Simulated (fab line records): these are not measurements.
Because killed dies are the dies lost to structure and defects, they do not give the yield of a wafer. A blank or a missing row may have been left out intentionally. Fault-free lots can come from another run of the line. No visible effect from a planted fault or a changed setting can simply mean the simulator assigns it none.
A lot that was struck, set against a sound lot | flow nandHarc | 15 steps out of a route of 1159
Sound: the wafers L212.1, L212.3, L212.4. Struck: wafer L220.2 (left out: L220.1, L220.5 of the same lot, which were not struck); the cause appears at the end.
For every step that has rows: the tool of each side, followed by ch and its chambers, followed by its first start. Under that, the readings that differ: sound wafers | struck wafers | difference of the means | sigmas: that difference in standard deviations of wafers without a fault.
alike: readings with means less than 2 such deviations apart, plus words and numbers identical on both sides. not compared: withheld readings, readings lacking a value on some wafer, bounds such as >300 that could conceal the same value, and numbers that have no deviation in the record and whose values overlap.
A row with sigmas, a row that says differs or no value, or rows on one side alone: a step with any of these is where the two part. Numbers that don't overlap but have no deviation are shown without sigmas and don't part them. A reading missing from all wafers of one side parts the sides only when that side holds two or more wafers.

first, 1 step without rows for these wafers: NHARC_A_ONON_D1_DEP_00 (target thk 1000 nm).
NHARC_A_ONON_D1_THK_MEAS_02: measures by ellipsometry.
  sound: filmMetro-02 at day 8 13:32; struck: filmMetro-01 at day 11 09:47
  alike: thkNm
after that, 1 step with no rows for these wafers: NHARC_A_ONON_D1_DEP_03 (target thk 1000 nm).
NHARC_A_ONON_D1_THK_MEAS_05: measures by ellipsometry.
  sound: filmMetro-02 at day 8 14:13; struck: filmMetro-01 at day 11 10:21
  alike: thkNm
after that, 1 step with no rows for these wafers: NHARC_A_ONON_D1_DEP_06 (target thk 1000 nm).
NHARC_A_ONON_D1_THK_MEAS_08: measures by ellipsometry.
  sound: filmMetro-02 at day 8 14:47; struck: filmMetro-02 at day 11 10:55
  alike: thkNm
after that, 1 step with no rows for these wafers: NHARC_A_ONON_D1_DEP_09 (target thk 1000 nm).
NHARC_A_ONON_D1_THK_MEAS_11: measures by ellipsometry.
  sound: filmMetro-01 at day 8 15:22; struck: filmMetro-01 at day 11 11:29
  alike: thkNm
after that, 1 step with no rows for these wafers: NHARC_A_ONON_D1_DEP_12 (target thk 1000 nm).
NHARC_A_ONON_D1_THK_MEAS_14: measures by ellipsometry.
  sound: filmMetro-02 at day 8 15:59; struck: filmMetro-01 at day 11 12:04
reading    | sound       | struck | difference | sigmas
thkNm (nm) | 976 977 977 | 1008   | +31        | +3
then, 1 step without rows for these wafers: NHARC_A_ONON_D1_ANNEAL_15 (time 3600 s).
NHARC_A_ONON_D1_DEP_16: target thk 1000 nm.
  sound on pecvdOnon-02 ch 0, day 9 00:10; struck on pecvdOnon-04 ch 0, day 11 18:37
NHARC_A_ONON_D1_THK_MEAS_18: measures by ellipsometry.
  sound: filmMetro-01 at day 9 00:41; struck: filmMetro-01 at day 11 19:09
reading    | sound       | struck | difference | sigmas
thkNm (nm) | 982 984 981 | 1675   | +693       | +69
after that, 1 step with no rows for these wafers: NHARC_A_ONON_D1_DEP_19 (target thk 1000 nm).
-- break in the record here, with 11 days between the starts of the struck wafers on either side (left off in module A_ONON_D1, picked up again in module END, where the first step shown is number 1159 on the route) --
NHARC_END_SORT_01:
  sound on prober-02 ch 0, day 20 11:04; struck on prober-02 ch 0, day 22 21:17
reading       | sound | struck | difference | sigmas
killedAtArray | 10 10 | 671    | +661       | +60
killedDies    | 12 16 | 677    | +663       | +55
  alike: killedAtOther, killedAtPeriphery, killedOpen, killedShort

WHERE THEY PART
Last at NHARC_END_SORT_01 as far as this record goes, first at NHARC_A_ONON_D1_THK_MEAS_14.

WHY: what had been put in by the simulator
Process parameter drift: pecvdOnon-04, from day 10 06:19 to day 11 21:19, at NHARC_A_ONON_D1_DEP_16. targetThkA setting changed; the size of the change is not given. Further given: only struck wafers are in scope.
